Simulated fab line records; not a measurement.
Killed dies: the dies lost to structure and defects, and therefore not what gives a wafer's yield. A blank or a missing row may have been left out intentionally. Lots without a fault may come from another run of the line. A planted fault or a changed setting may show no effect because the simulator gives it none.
Chamber matching / flow n5Finfet / N5_HKMG_FIN_CVD_62 on thermalCvdSi-02 has 3 sister chambers
The step deposits a-Si from Si2H6, target thk 3 nm, time 20.8 s. 14 wafers are shown with their chamber, then 7 later ones without.

== WAFERS, EACH WITH ITS CHAMBER ==
wafer=L887.2; chamber=2; heaterPowerW (W)=1328
wafer=L887.3; chamber=0; heaterPowerW (W)=1459
wafer=L887.5; chamber=0; heaterPowerW (W)=1475
wafer=L889.2; chamber=0; heaterPowerW (W)=1451
wafer=L889.4; chamber=0; heaterPowerW (W)=1478
wafer=L889.5; chamber=1; heaterPowerW (W)=1438
wafer=L893.2; chamber=1; heaterPowerW (W)=1435
wafer=L893.4; chamber=1; heaterPowerW (W)=1426
wafer=L893.5; chamber=0; heaterPowerW (W)=1493
wafer=L895.2; chamber=0; heaterPowerW (W)=1502
wafer=L895.3; chamber=1; heaterPowerW (W)=1464
wafer=L895.4; chamber=0; heaterPowerW (W)=1452
wafer=L897.1; chamber=0; heaterPowerW (W)=1451
wafer=L897.3; chamber=2; heaterPowerW (W)=1376

SIGNATURES (means of the wafers above)
reading=heaterPowerW; chamber 0=1470.12; chamber 1=1440.75; chamber 2=1352.00; scatter within a chamber=20.8
Rule: for a wafer and a chamber, the distance is found by dividing, reading by reading, the gap between the wafer's reading and the chamber's mean by the reading's scatter, squaring, summing and taking the root. If the next closest chamber is less than 2 further off than the closest, the wafer can't be placed; otherwise it belongs to the closest. The scatter: take each reading less its chamber's mean, square it, sum over the shown wafers, divide by the number of wafers less the number of chambers, and take the root.

== WAFERS WITH NO CHAMBER GIVEN ==
wafer=L897.4; heaterPowerW (W)=1501
wafer=L903.2; heaterPowerW (W)=1426
wafer=L903.4; heaterPowerW (W)=1443
wafer=L903.6; heaterPowerW (W)=1368
wafer=L905.1; heaterPowerW (W)=1428
wafer=L905.2; heaterPowerW (W)=1332
wafer=L905.4; heaterPowerW (W)=1370

== EACH ONE'S CHAMBER ==
wafer=L897.4; from the rows above=can't be placed: 0 or 1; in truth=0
wafer=L903.2; from the rows above=can't be placed: 1 or 0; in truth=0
wafer=L903.4; from the rows above=can't be placed: 1 or 0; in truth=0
wafer=L903.6; from the rows above=2; in truth=2
wafer=L905.1; from the rows above=can't be placed: 1 or 0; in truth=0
wafer=L905.2; from the rows above=2; in truth=2
wafer=L905.4; from the rows above=2; in truth=2
Correctly placed: 3 of 7. Can't be placed from these rows: 4 (the true chamber is among the candidates in 4). Number placed wrongly: 0.
